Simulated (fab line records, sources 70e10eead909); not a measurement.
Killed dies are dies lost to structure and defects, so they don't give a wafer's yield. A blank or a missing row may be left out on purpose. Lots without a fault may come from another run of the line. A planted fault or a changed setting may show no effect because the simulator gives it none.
Chamber matching | flow nand_harc | NHARC_A_CHANNEL_FILL_D1_CMP_10 on cmp-01: 4 sister chambers
The step polishes, target thk 150 nm. 18 wafers are shown with their chamber, then 9 later ones without.

WAFERS WITH THEIR CHAMBER
wafer  | chamber | motor_current_A (A) | time_to_endpoint_s (s)
L076.1 | 0       | 12.2                | 18.5
L076.4 | 2       | 12.7                | 17.8
L076.5 | 3       | 10.7                | 16.9
L077.1 | 1       | 11.6                | 17.1
L077.3 | 2       | 13.5                | 16.0
L077.5 | 2       | 12.9                | 15.3
L077.2 | 0       | 12.9                | 16.5
L077.4 | 3       | 10.7                | 16.5
L077.6 | 3       | 10.9                | 14.0
L080.1 | 2       | 13.0                | 15.7
L080.2 | 3       | 10.0                | 13.0
L080.6 | 2       | 13.6                | 15.6
L082.1 | 0       | 12.9                | 14.6
L082.2 | 2       | 13.3                | 14.1
L082.3 | 3       | 11.3                | 14.9
L082.4 | 1       | 11.7                | 13.9
L082.5 | 3       | 10.2                | 10.7
L082.6 | 2       | 13.5                | 14.0

SIGNATURES (means of the wafers above)
reading            | chamber 0 | chamber 1 | chamber 2 | chamber 3 | scatter within a chamber
motor_current_A    | 12.667    | 11.650    | 13.214    | 10.633    | 0.394
time_to_endpoint_s | 16.533    | 15.500    | 15.500    | 14.333    | 1.88
Rule: a wafer's distance from a chamber is the root of the sum, over the readings, of the square of ((its reading less the chamber's mean) divided by the reading's scatter). The wafer belongs to the nearest chamber; if the next one is less than 2 further off, it can't be placed. The scatter: the root of (the sum of the squares of (reading less its chamber's mean) over the shown wafers, divided by (wafers less chambers)).

WAFERS WITHOUT THEIR CHAMBER
wafer  | motor_current_A (A) | time_to_endpoint_s (s)
L084.2 | 12.4                | 12.9
L084.3 | 10.7                | 13.3
L084.6 | 12.6                | 13.0
L087.1 | 12.8                | 12.4
L087.2 | 12.2                | 12.3
L087.4 | 11.2                | 13.5
L090.1 | 11.8                | 13.4
L090.3 | 11.0                | 11.8
L090.6 | 13.1                | 10.5

WHICH CHAMBER EACH WENT THROUGH
wafer  | from the rows above               | in truth
L084.2 | can't be placed: 0 or 1 or 2      | 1
L084.3 | 3                                 | 3
L084.6 | can't be placed: 0 or 2 or 1      | 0
L087.1 | can't be placed: 2 or 0 or 1      | 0
L087.2 | can't be placed: 1 or 0 or 2 or 3 | 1
L087.4 | can't be placed: 3 or 1           | 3
L090.1 | can't be placed: 1 or 0 or 3      | 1
L090.3 | can't be placed: 3 or 1           | 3
L090.6 | can't be placed: 2 or 0 or 1      | 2
Placed correctly: 1 of 9. Can't be placed from these rows: 8 (the true chamber is among the candidates in 8). Placed wrongly: 0.
